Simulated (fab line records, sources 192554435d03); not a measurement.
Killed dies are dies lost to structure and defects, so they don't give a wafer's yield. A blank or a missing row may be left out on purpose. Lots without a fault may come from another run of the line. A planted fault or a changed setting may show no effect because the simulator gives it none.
Chamber matching | flow n5_finfet | N5_BEOL_M5_PRE_CLEAN_77 on cvd_co-01: 3 sister chambers
The step time 15 s. 14 wafers are shown with their chamber, then 7 later ones without.

WAFERS WITH THEIR CHAMBER
wafer  | chamber | heater_power_w (W)
L160.3 | 1       | 85
L160.4 | 1       | 83
L160.6 | 2       | 109
L163.2 | 1       | 83
L163.4 | 2       | 104
L163.6 | 0       | 70
L165.3 | 2       | 107
L165.5 | 1       | 83
L165.6 | 2       | 107
L168.1 | 0       | 71
L168.3 | 1       | 82
L168.6 | 2       | 107
L177.1 | 1       | 85
L177.3 | 0       | 71

SIGNATURES (means of the wafers above)
reading        | chamber 0 | chamber 1 | chamber 2 | scatter within a chamber
heater_power_w | 70.67     | 83.50     | 106.80    | 1.38
Rule: a wafer's distance from a chamber is the root of the sum, over the readings, of the square of ((its reading less the chamber's mean) divided by the reading's scatter). The wafer belongs to the nearest chamber; if the next one is less than 2 further off, it can't be placed. The scatter: the root of (the sum of the squares of (reading less its chamber's mean) over the shown wafers, divided by (wafers less chambers)).

WAFERS WITHOUT THEIR CHAMBER
wafer  | heater_power_w (W)
L177.4 | 83
L178.1 | 70
L178.5 | 83
L178.6 | 69
L180.1 | 70
L180.2 | 85
L180.3 | 110

WHICH CHAMBER EACH WENT THROUGH
wafer  | from the rows above | in truth
L177.4 | 1                   | 1
L178.1 | 0                   | 0
L178.5 | 1                   | 1
L178.6 | 0                   | 0
L180.1 | 0                   | 0
L180.2 | 1                   | 1
L180.3 | 2                   | 2
Placed correctly: 7 of 7. Can't be placed from these rows: 0. Placed wrongly: 0.
